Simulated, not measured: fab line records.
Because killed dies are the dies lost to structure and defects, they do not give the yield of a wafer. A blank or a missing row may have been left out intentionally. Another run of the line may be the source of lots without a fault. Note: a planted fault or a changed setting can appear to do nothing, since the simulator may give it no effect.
A struck lot beside a sound one || flow nandHarc || 14 steps out of a route of 1302
Sound: these wafers, L425.2, L425.5, L425.6. Wafers struck: L429.1, L429.5, L429.6. The cause comes at the end.
Per side, at each step with rows, come the tool, then ch with its chambers, and then its first start. Under that, the readings that differ: sound wafers || struck wafers || difference of the means || sigmas: that difference in standard deviations of wafers without a fault.
alike: words and numbers the same on both sides, and readings whose means are apart by under 2 such deviations; not compared: readings that were withheld, readings missing a value for some wafer, numbers with overlapping values and no deviation given by the record, and bounds like >300 which may hide the same value.
A row with sigmas, a row that says differs or no value, or rows on one side alone: a step with any of these is where the two part. Numbers that have no deviation but don't overlap get no sigmas and don't part them. Lack of a reading on every wafer of one side parts them only where that side has two or more wafers.

first, 9 steps without rows for these wafers: NHARC_A_STAIRCASE_DEHYDRATE_281 (time 120 s); NHARC_A_STAIRCASE_HMDS_282 (time 30 s); NHARC_A_STAIRCASE_COAT_283; NHARC_A_STAIRCASE_SOFTBAKE_284 (time 170 s); NHARC_A_STAIRCASE_EBR_285; NHARC_A_STAIRCASE_EXPOSE_286 (exposes mask CHOP 100); NHARC_A_STAIRCASE_PEB_287 (peb time 130 s); NHARC_A_STAIRCASE_DEVELOP_288 (time 140 s); NHARC_A_STAIRCASE_HARDBAKE_290 (time 140 s).
NHARC_A_STAIRCASE_DESCUM_291: chemistry O2, time 3 s.
  sound on rieDiel-12 ch 2,3, day 17 12:13; struck on rieDiel-12 ch 0,2,3, day 18 22:16
  alike: drypumpMotorCurrentA, oesProductAu, rfVppV, showerheadPlenumPTorr, throttleValvePct
  not compared: rfHoursCounterH
NHARC_A_STAIRCASE_ETCH_292: etches the open film in CF4/CHF3.
  sound on rieDiel-12 ch 0,3, day 17 12:18; struck on rieDiel-12 ch 0,1,2, day 18 22:29
  alike: cf4FlowSccm, drypumpMotorCurrentA, oesProductAu, rfVppV, showerheadPlenumPTorr, throttleValvePct
  not compared: rfHoursCounterH
NHARC_A_STAIRCASE_HM_OPEN_460: chemistry O2/COS.
  sound on rieDiel-12 ch 0,3, day 17 12:25; struck on rieDiel-12 ch 0,3, day 18 22:35
  no value came back on the struck wafers for any of 7 readings (biasW (W), chamberPressureMTorr (mTorr) and others); on the sound wafers biasW (W) reads 302.5 300.7 301.1
  not compared: rfHoursCounterH
then, 1 step without rows for these wafers: NHARC_A_STAIRCASE_STRIP_461 (strips in O2/COS).
-- break in the record here, with 7 days between the starts of the struck wafers on either side (left off in module A_STAIRCASE, picked up again in module END, where the first step shown is number 1302 on the route) --
NHARC_END_SORT_01:
  at this point the record logs the struck wafers (prober-01 ch 0, day 26 03:16) and has no rows for the sound ones

WHERE THEY PART
Earliest at NHARC_A_STAIRCASE_HM_OPEN_460; latest, in this record, at NHARC_END_SORT_01.

WHY: what the simulator had put in
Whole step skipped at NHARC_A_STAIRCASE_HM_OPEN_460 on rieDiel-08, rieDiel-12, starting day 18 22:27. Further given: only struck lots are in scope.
